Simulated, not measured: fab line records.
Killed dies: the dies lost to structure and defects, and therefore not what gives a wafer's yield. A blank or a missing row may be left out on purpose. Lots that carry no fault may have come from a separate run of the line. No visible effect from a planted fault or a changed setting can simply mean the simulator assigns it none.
fab line records | flow nandHarc
[record] lots = 5 wafers = 15 lastDay = 33
route steps=1302 shown P_CONTACT@217
lots that met no fault: from a run of the same line without faults
startH: start of the lot's first displayed wafer, in hours after the record's first day | waitH: time in hours since the lot's previous step | " identical to the entry in the row above | L1.1+2: one row covering several wafers at once | - no value, or no start was given | * or withheld: withheld | < > ~ a bound
route shown NAME@n: a module of which the file shows steps, and the number in the route of the first | usual: the fault-free wafers' mean and standard deviation | same: alike in all rows | chamber/n: place in a boat | sites: readings site by site | _std_site: how widely they spread, as a standard deviation | _edge_site: mean of outer sites minus mean of inner sites | radiusMm: how far each site lies from the wafer's centre | mask NAME#n: copy n | behind: the last tool/chamber to shape the wafer | hold: the reason the lot was held/the length of the hold in hours/how it ended | device: the transistor (n, p or np) that didn't switch | end of line: tests of these same wafers at the route's end | where a step has no rows: the recipe by itself | killed: not the wafer's yield, but the dies lost to structure and defects at the first sort | map: the dies of a wafer, with x for killed, . for not killed, _ for no die there
set.NAME: the setting that was run; set.NAME@STEP: the one run at that earlier step | model.NAME: the simulator's own value behind a step, which no gauge read
certain route steps with their lots: each step a table, each wafer a row
services: from which hour (startH, from the record's first day; less than 0 if before it) a tool's chamber was out of use, for how many hours, and why
[[steps]]
[step NHARC_P_CONTACT_DEP_30]
[recipe] targetThkA = 300 tempC = 400 targetThkNm = 30 flowSccm = 200 rfW = 450 material = SiNx
[step NHARC_P_CONTACT_DEP_00]
[recipe] targetThkA = 5000 tempC = 400 pressureTorr = 6.5 rfW = 900 teosFlowSccm = 161.4 flowSccm = 2650 targetThkNm = 500 gas = O2 material = SiO2
[usual] heaterPowerOuterW = 276/63 heaterPowerW = 509/91 throttleValvePct = 16.0/0.7
// columns lot.wafer tool chamber startH waitH heaterPowerOuterW heaterPowerW throttleValvePct
L389.1 pecvd-01 1 - - 246 433 17.5
L389.3 " 2 " " 300 557 15.7
L389.6 " 1 " " 274 453 17.4
L396.1 pecvd-04 0 - - 214 413 16.1
L396.3 " 1 " " 245 472 15.5
L396.2 " 2 " " 153 349 16.1
L399.2 pecvd-02 1 - - 262 500 16.8
L399.1 " 2 " " 393 643 17.2
L399.6 " 2 " " 415 655 17.2
L409.3 pecvd-04 2 - - 160 361 16.2
L409.6 " 1 " " 263 484 14.8
L409.5 " 2 " " 187 396 16.0
L411.3 pecvd-04 0 - - 295 522 15.3
L411.6 " 0 " " 316 548 15.4
L411.4 " 1 " " 288 511 14.9
[step NHARC_P_CONTACT_CMP_01]
[recipe] targetThkNm = 200 material = SiO2
[usual] motorCurrentA = 12.0/1.4
// columns lot.wafer tool chamber startH waitH motorCurrentA
L389.3 cmp-01 0 120.74 - 10.1
L389.1 " 1 " " 10.7
L389.6 " 1 " " 10.7
L396.1 cmp-02 2 201.57 - 10.7
L396.3 " 3 " " 12.6
L396.2 " 1 " " 12.4
L399.2 cmp-01 3 223.32 - 10.6
L399.1 " 0 " " 10.3
L399.6 " 0 " " 10.1
L409.3 cmp-04 1 326.75 - 11.5
L409.6 " 1 " " 12.7
L409.5 " 2 " " 14.1
L411.4 cmp-02 1 352.65 - 12.7
L411.3 " 2 " " 10.4
L411.6 " 0 " " 13.2
[step NHARC_P_CONTACT_SRD_03]
[step NHARC_P_CONTACT_DEHYDRATE_04]
[recipe] tempC = 150 timeS = 120
[step NHARC_P_CONTACT_HMDS_05]
[recipe] timeS = 30
[step NHARC_P_CONTACT_COAT_33]
[recipe] tempC = 260 timeS = 75
[step NHARC_P_CONTACT_COAT_34]
[recipe] tempC = 225 timeS = 65
[step NHARC_P_CONTACT_COAT_06]
[recipe] spinRpm = 1500 resistThkNm = 90
[step NHARC_P_CONTACT_SOFTBAKE_07]
[recipe] tempC = 105 timeS = 55
[step NHARC_P_CONTACT_EBR_08]
[step NHARC_P_CONTACT_EXPOSE_09]
[recipe] na = 1.35 targetCdNm = 90 doseMj = 81.26 maskId = P_CA
// columns lot.wafer tool chamber startH waitH mask
L389.1+3+6 arfiScanner-02 0 121.30 - P_CA#0
L396.1+2+3 arfiScanner-02 0 202.26 - P_CA#0
L399.1+2+6 arfiScanner-02 0 224.02 - P_CA_R1#0
L409.3+5+6 arfiScanner-03 0 327.33 - P_CA#0
L411.3+4+6 arfiScanner-01 0 353.32 - P_CA#0
[step NHARC_P_CONTACT_PEB_10]
[recipe] pebTempC = 100 pebTimeS = 65
[step NHARC_P_CONTACT_DEVELOP_11]
[recipe] developTimeS = 35 devTempC = 23
[step NHARC_P_CONTACT_CD_MEAS_12]
[recipe] targetCdNm = 90 landingEnergyEv = 500
[usual] cdNm = 90.0/0.65
[same] landingEnergyEv = 500
// columns lot.wafer tool chamber startH waitH cdNm
L389.1 cdSem-01 0 121.44 - 90.7
L389.3 " 0 " " 90.4
L389.6 " 0 " " 90.5
L396.1 cdSem-03 0 202.40 - 90.5
L396.2 " 0 " " 90.2
L396.3 " 0 " " 89.9
L399.1 cdSem-03 0 224.16 - 86.4
L399.2 " 0 " " 86.0
L399.6 " 0 " " 85.9
L409.3 cdSem-01 0 327.46 - 89.7
L409.5 " 0 " " 88.9
L409.6 " 0 " " 89.6
L411.3 cdSem-01 0 353.46 - 90.5
L411.4 " 0 " " 90.9
L411.6 " 0 " " 90.8
[step NHARC_P_CONTACT_OVL_MEAS_13]
[usual] overlayXNm = -0.1/0.89 overlayYNm = 0.1/0.89
// columns lot.wafer tool chamber startH waitH overlayXNm overlayYNm
L389.1 overlay-02 - 121.53 - -1.1 -0.4
L389.3 " - " " -1.6 -0.2
L389.6 " - " " -1.3 -0.4
L396.1 overlay-02 - 202.49 - 0.1 -0.2
L396.2 " - " " -0.7 0.4
L396.3 " - " " -0.3 0.6
L399.1 overlay-01 - 224.24 - -0.6 1.1
L399.2 " - " " -0.4 1.5
L399.6 " - " " -0.7 1.2
L409.3 overlay-02 - 327.55 - -0.9 -0.2
L409.5 " - " " -0.2 -0.2
L409.6 " - " " -0.4 -0.3
L411.3 overlay-02 - 353.54 - -0.5 -0.9
L411.4 " - " " -0.1 0.4
L411.6 " - " " -0.2 -1.1
[step NHARC_P_CONTACT_INSPECT_14]
[usual] rawDefectCount = 3.6/2.2
// columns lot.wafer tool chamber startH waitH rawDefectCount
L389.1 defectInspect-01 - 121.56 0.0 5
L389.3 " - " " 10
L389.6 " - " " 4
L396.1 defectInspect-02 - 202.53 0.0 1
L396.2 " - " " 3
L396.3 " - " " 0
L399.1 defectInspect-01 - 224.28 0.0 3
L399.2 " - " " 2
L399.6 " - " " 5
L409.3 defectInspect-02 - 327.58 0.0 3
L409.5 " - " " 1
L409.6 " - " " 6
L411.3 defectInspect-01 - 353.58 0.0 2
L411.4 " - " " 3
L411.6 " - " " 1
[step NHARC_P_CONTACT_DESCUM_17]
[recipe] timeS = 3 o2FlowSccm = 200 arFlowSccm = 0 biasPowerW = 0 chemistry = O2
[usual] drypumpMotorCurrentA = 5.7/0.36 oesProductAu = 0.999/0.0071 rfVppV = 57.6/0.87 showerheadPlenumPTorr = 1.88/0.064 throttleValvePct = 11.312/0.0094
// columns lot.wafer tool chamber startH waitH drypumpMotorCurrentA oesProductAu rfHoursCounterH rfVppV showerheadPlenumPTorr throttleValvePct model.P_CONTACT.cdNm
L389.1 rieDiel-08 0 121.63 0.1 6.0 1.001 5.4 57.3 1.90 11.308 90.48
L389.3 " 1 " " 5.1 0.992 4.5 57.2 1.87 11.314 90.23
L389.6 " 1 " " 5.1 0.987 - 57.1 1.87 11.315 90.32
L396.3 rieDiel-08 0 202.59 0.1 6.0 0.987 0.0 56.9 1.90 11.305 89.79
L396.1 " 1 " " 5.1 0.988 0.0 57.7 1.87 11.300 90.51
L396.2 " 2 " " 5.3 0.989 0.0 56.7 1.91 11.301 89.67
L399.2 rieDiel-11 2 224.34 0.1 5.4 0.999 4.4 56.8 1.81 11.306 85.72
L399.1 " 1 " " 6.1 1.004 4.2 55.8 1.83 11.313 86.54
L399.6 " 3 " " 5.4 1.005 - 57.6 1.89 11.312 85.77
L409.3 rieDiel-11 1 327.64 0.1 6.1 0.987 1.3 57.8 1.83 11.299 89.7
L409.6 " 1 " " 6.1 0.996 - 58.3 1.83 11.339 89.33
L409.5 " 2 " " 5.4 1.008 - 59.0 1.81 11.319 89
L411.4 rieDiel-08 2 353.64 0.1 5.2 0.997 7.2 58.0 1.91 11.315 90.8
L411.3 " 0 " " 6.0 1.009 7.9 58.3 1.90 11.315 90.41
L411.6 " 3 " " 5.7 1.005 - 57.8 1.98 11.326 91.07
[step NHARC_P_CONTACT_ETCH_35]
[recipe] targetDepthA = 390 overEtchFrac = 0.3 timeS = 65 ionEnergyEv = 80 cf4FlowSccm = 150 arFlowSccm = 0 rfW = 300 biasW = 100 chemistry = CF4
[step NHARC_P_CONTACT_ETCH_36]
[recipe] targetDepthA = 2600 overEtchFrac = 0.25 timeS = 406.25 ionEnergyEv = 200 n2FlowSccm = 150 h2FlowSccm = 150 arFlowSccm = 0 rfW = 400 biasW = 150 chemistry = N2/H2
[usual] drypumpMotorCurrentA = 5.7/0.35 oesProductAu = 0.999/0.0075 rfVppV = 429.5/2.1 showerheadPlenumPTorr = 2.01/0.071 throttleValvePct = 14.171/0.0093
// columns lot.wafer tool chamber startH waitH drypumpMotorCurrentA oesProductAu rfHoursCounterH rfVppV showerheadPlenumPTorr throttleValvePct
L389.3 rieDiel-08 3 - - 5.7 1.002 5.7 432.6 2.11 14.174
L389.1 " 2 " " 5.2 0.991 5.7 431.1 2.04 14.174
L389.6 " 0 " " 6.0 1.002 - 429.3 2.03 14.181
L396.1 rieDiel-08 2 - - 5.2 0.983 0.1 431.3 2.04 14.169
L396.3 " 0 " " 6.0 0.996 0.1 430.5 2.03 14.192
L396.2 " 1 " " 5.1 0.984 0.1 429.0 1.99 14.172
L399.1 rieDiel-11 0 - - 5.8 1.000 4.6 428.7 1.93 14.165
L399.2 " 3 " " 5.4 1.009 4.8 428.5 2.02 14.178
L399.6 " 0 " " 5.9 1.004 - 427.0 1.93 14.169
L409.3 rieDiel-11 0 - - 5.8 1.002 1.4 426.5 1.93 14.164
L409.6 " 1 " " 6.1 1.001 - 429.2 1.95 14.162
L409.5 " 2 " " 5.4 1.007 - 427.4 1.92 14.165
L411.4 rieDiel-08 1 - - 5.1 0.986 6.9 429.3 1.99 14.184
L411.3 " 2 " " 5.2 0.990 7.2 430.2 2.03 14.180
L411.6 " 0 " " 6.0 1.000 - 429.3 2.02 14.176
[step NHARC_P_CONTACT_ETCH_18]
[recipe] targetDepthA = 4810 timeS = 240.5 c4f8FlowSccm = 20 o2FlowSccm = 10 arFlowSccm = withheld rfW = 600 biasW = 1500 chemistry = C4F8/O2/Ar
[usual] oesProductAu = 0.955/0.019 rfVppV = 976/4.3
// columns lot.wafer tool chamber startH waitH oesProductAu rfHoursCounterH rfVppV
L389.3 rieDiel-08 0 - - 0.923 5.7 977
L389.1 " 2 " " 0.926 5.8 977
L389.6 " 0 " " 0.922 - 978
L396.3 rieDiel-08 1 - - 0.951 0.2 975
L396.1 " 2 " " 0.965 0.3 979
L396.2 " 0 " " 0.977 0.2 977
L399.2 rieDiel-11 2 - - 0.927 4.6 969
L399.1 " 0 " " 0.937 4.8 972
L399.6 " 2 " " 0.930 - 972
L409.3 rieDiel-11 3 - - 0.985 1.6 978
L409.5 " 0 " " 0.967 - 971
L409.6 " 1 " " 0.951 - 972
L411.3 rieDiel-08 3 - - 0.939 8.7 982
L411.4 " 0 " " 0.948 8.2 978
L411.6 " 2 " " 0.936 - 977
[step NHARC_P_CONTACT_STRIP_37]
[recipe] c4f8FlowSccm = withheld o2FlowSccm = 8 arFlowSccm = withheld biasW = 0 chemistry = C4F8/O2/Ar
[step NHARC_P_CONTACT_ETCH_31]
[recipe] targetDepthA = 300 timeS = 85.7 ionEnergyEv = 120 overEtchFrac = 1 ch3fFlowSccm = 50 o2FlowSccm = 30 arFlowSccm = 200 rfW = 500 biasW = 100 chemistry = CH3F/O2
[usual] drypumpMotorCurrentA = 5.7/0.35 oesProductAu = 0.975/0.011 rfVppV = 243.8/1.4 showerheadPlenumPTorr = 2.41/0.077 throttleValvePct = 20.661/0.0091
// columns lot.wafer tool chamber startH waitH drypumpMotorCurrentA oesProductAu rfHoursCounterH rfVppV showerheadPlenumPTorr throttleValvePct model.P_CONTACT.cdNm
L389.3 rieDiel-08 1 - - 5.1 0.967 4.7 243.3 2.41 20.664 91.3
L389.1 " 3 " " 5.7 0.956 6.0 245.4 2.54 20.662 89.95
L389.6 " 1 " " 5.1 0.969 - 243.2 2.41 20.678 90.1
L396.3 rieDiel-08 3 - - 5.7 0.988 0.4 245.8 2.54 20.668 89.1
L396.2 " 0 " " 6.0 0.981 0.2 242.6 2.44 20.659 89.56
L396.1 " 1 " " 5.1 0.968 0.3 243.5 2.40 20.652 89.35
L399.2 rieDiel-11 3 - - 5.4 0.979 5.0 244.5 2.43 20.658 84.62
L399.1 " 0 " " 5.8 0.971 4.8 242.6 2.33 20.667 85.35
L399.6 " 2 " " 5.4 0.961 - 242.9 2.32 20.661 84.22
L409.3 rieDiel-11 0 - - 5.8 0.982 1.6 243.2 2.33 20.669 87.77
L409.5 " 0 " " 5.9 0.985 - 243.5 2.33 20.645 88.94
L409.6 " 1 " " 6.1 0.973 - 243.8 2.35 20.659 89.09
L411.4 rieDiel-08 3 - - 5.7 0.965 8.8 246.4 2.54 20.659 90.43
L411.3 " 0 " " 6.0 0.961 8.3 244.0 2.44 20.668 89.44
L411.6 " 1 " " 5.1 0.962 - 243.1 2.40 20.659 90.68
[step NHARC_P_CONTACT_CD_MEAS_19]
[usual] cdNm = 89.4/1.1
// columns lot.wafer tool chamber startH waitH cdNm
L389.1 cdSem-02 - 122.49 - 90.0
L389.3 " - " " 91.2
L389.6 " - " " 90.5
L396.1 cdSem-01 - 203.46 - 89.3
L396.2 " - " " 89.2
L396.3 " - " " 89.4
L399.1 cdSem-03 - 225.23 - 85.3
L399.2 " - " " 84.4
L399.6 " - " " 83.8
L409.3 cdSem-01 - 328.51 - 87.6
L409.5 " - " " 88.5
L409.6 " - " " 89.0
L411.3 cdSem-01 - 354.52 - 89.4
L411.4 " - " " 90.7
L411.6 " - " " 90.7
[step NHARC_P_CONTACT_STRIP_28]
[recipe] o2FlowSccm = 500 arFlowSccm = 0 biasW = 0 chemistry = O2
[usual] drypumpMotorCurrentA = 5.7/0.34 oesProductAu = 1.000/0.0081 rfVppV = 57.6/0.93 showerheadPlenumPTorr = 3.46/0.11 throttleValvePct = 17.037/0.0088
// columns lot.wafer tool chamber startH waitH drypumpMotorCurrentA oesProductAu rfHoursCounterH rfVppV showerheadPlenumPTorr throttleValvePct
L389.3 rieDiel-11 2 122.57 0.1 5.4 0.998 1.3 57.1 3.34 17.039
L389.1 " 1 " " 6.1 0.992 1.3 56.5 3.38 17.030
L389.6 " 3 " " 5.5 0.997 - 58.7 3.49 17.029
L396.3 rieDiel-11 0 203.55 0.1 5.9 1.005 4.2 57.1 3.35 17.032
L396.2 " 1 " " 6.1 1.001 3.9 57.1 3.38 17.029
L396.1 " 2 " " 5.4 0.987 4.2 58.1 3.34 17.033
L399.2 rieDiel-11 2 225.31 0.1 5.4 1.000 4.7 55.7 3.34 17.036
L399.1 " 0 " " 5.9 1.011 4.8 57.5 3.35 17.022
L399.6 " 2 " " 5.4 1.000 - 56.4 3.34 17.049
L409.3 rieDiel-11 0 328.58 0.1 5.8 1.002 1.7 57.4 3.35 17.031
L409.5 " 0 " " 5.9 1.009 - 59.3 3.35 17.035
L409.6 " 1 " " 6.1 1.002 - 58.5 3.38 17.036
L411.4 rieDiel-11 1 354.60 0.1 6.1 0.992 2.3 58.1 3.38 17.038
L411.3 " 2 " " 5.4 1.008 2.2 57.4 3.34 17.047
L411.6 " 1 " " 6.1 0.997 - 57.1 3.38 17.034
[[services]]
// columns tool chamber startH hours kind
cmp-04 - 98.70 0.9 repair
pecvd-01 - 99.46 2.3 repair
rieDiel-11 - 111.26 0.2 repair
cmp-02 - 134.50 4.0 pm
pecvd-04 1 140.29 10.2 repair
arfiScanner-02 - 140.38 4.0 pm
arfiScanner-02 - 148.47 0.5 repair
cmp-01 - 150.84 0.7 repair
rieDiel-08 0 179.80 2.6 repair
cmp-01 - 183.14 2.4 repair
cmp-01 - 185.65 4.0 pm
rieDiel-08 - 190.80 9.0 pm
cmp-02 - 232.50 4.0 pm
cmp-01 - 237.47 2.4 repair
arfiScanner-02 - 253.46 4.8 repair
rieDiel-11 - 255.50 9.0 pm
pecvd-04 - 264.13 0.7 repair
pecvd-04 - 269.20 13.0 pm
cmp-01 - 283.78 4.0 pm
cmp-01 - 295.48 1.1 repair
arfiScanner-02 - 312.38 4.0 pm
cmp-02 - 330.50 4.0 pm
rieDiel-08 2 335.88 5.3 repair
cmp-02 - 342.08 2.0 repair
[[key]]
[firstSign] step = NHARC_P_CONTACT_EXPOSE_09 reading = mask direction = changed
[effect] step = NHARC_P_CONTACT_CD_MEAS_12 reading = cdNm direction = down sigmas = 5.8 usual = 90.0 struck = 86.1
[effect] step = NHARC_P_CONTACT_CD_MEAS_19 reading = cdNm direction = down sigmas = 4.7 usual = 89.4 struck = 84.5
[modelEffect] step = NHARC_P_CONTACT_DESCUM_17 value = P_CONTACT.cdNm without = 89.49 struck = 86.01
[modelEffect] step = NHARC_P_CONTACT_ETCH_31 value = P_CONTACT.cdNm without = 88.21 struck = 84.73
metAt NHARC_P_CONTACT_EXPOSE_09
struckWafers L399.1,L399.2,L399.6
testerLeftOut L399
onsetBetween 202.26 224.02
[fault] kind = wrongMask tool = any chamber = - onsetH = 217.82 steps = NHARC_P_CONTACT_EXPOSE_09 auxCopy = P_CA_R1#0 cdOffsetNm = -3.4789 scope = struckLotsOnly
// testerLeftOut: of these lots the tester's yield and bins aren't shown, on N5 and GAA mostly nor the transistor test; their killed dies are dies lost to structure and defects alone, not to doping, threshold or leakage, so they don't give the yield
